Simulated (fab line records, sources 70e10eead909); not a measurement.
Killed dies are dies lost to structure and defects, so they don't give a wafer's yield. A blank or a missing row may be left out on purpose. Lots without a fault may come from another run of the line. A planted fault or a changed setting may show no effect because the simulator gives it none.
Chamber matching | flow nand_harc | NHARC_P_GATE_DESCUM_61 on rie_diel-11: 4 sister chambers
The step chemistry O2, time 3 s. 8 wafers are shown with their chamber, then 9 later ones without.

WAFERS WITH THEIR CHAMBER
wafer  | chamber | showerhead_plenum_p_Torr (Torr) | drypump_motor_current_A (A)
L082.5 | 1       | 1.89                            | 6.0
L082.6 | 2       | 1.91                            | 5.8
L083.1 | 1       | 1.89                            | 6.0
L083.2 | 2       | 1.91                            | 5.8
L086.1 | 0       | 1.86                            | 6.1
L088.3 | 0       | 1.85                            | 6.1
L088.4 | 3       | 2.03                            | 5.3
L088.6 | 3       | 2.03                            | 5.4

WAFERS WITHOUT THEIR CHAMBER
wafer  | showerhead_plenum_p_Torr (Torr) | drypump_motor_current_A (A)
L087.1 | 1.89                            | 6.1
L087.2 | 1.91                            | 5.8
L087.6 | 1.91                            | 5.8
L090.2 | 2.03                            | 5.4
L090.5 | 2.03                            | 5.4
L090.6 | 1.91                            | 5.8
L096.3 | 1.91                            | 5.8
L096.5 | 2.03                            | 5.3
L096.6 | 1.91                            | 5.8

WHICH CHAMBER EACH WENT THROUGH
wafer  | from the rows above | in truth
L087.1 | 1                   | 1
L087.2 | 2                   | 2
L087.6 | 2                   | 2
L090.2 | 3                   | 3
L090.5 | 3                   | 3
L090.6 | 2                   | 2
L096.3 | 2                   | 2
L096.5 | 3                   | 3
L096.6 | 2                   | 2
Placed correctly: 9 of 9. Can't be placed from these rows: 0. Placed wrongly: 0.
How it was worked out, from the rows above alone: a wafer's distance from a chamber is the root of the sum, over the readings, of the square of ((its reading less the chamber's mean) divided by the reading's scatter). The wafer belongs to the nearest chamber; if the next one is less than 2 further off, it can't be placed. A chamber's mean is the mean of its shown wafers. The scatter: the root of (the sum of the squares of (reading less its chamber's mean) over the shown wafers, divided by (wafers less chambers)).
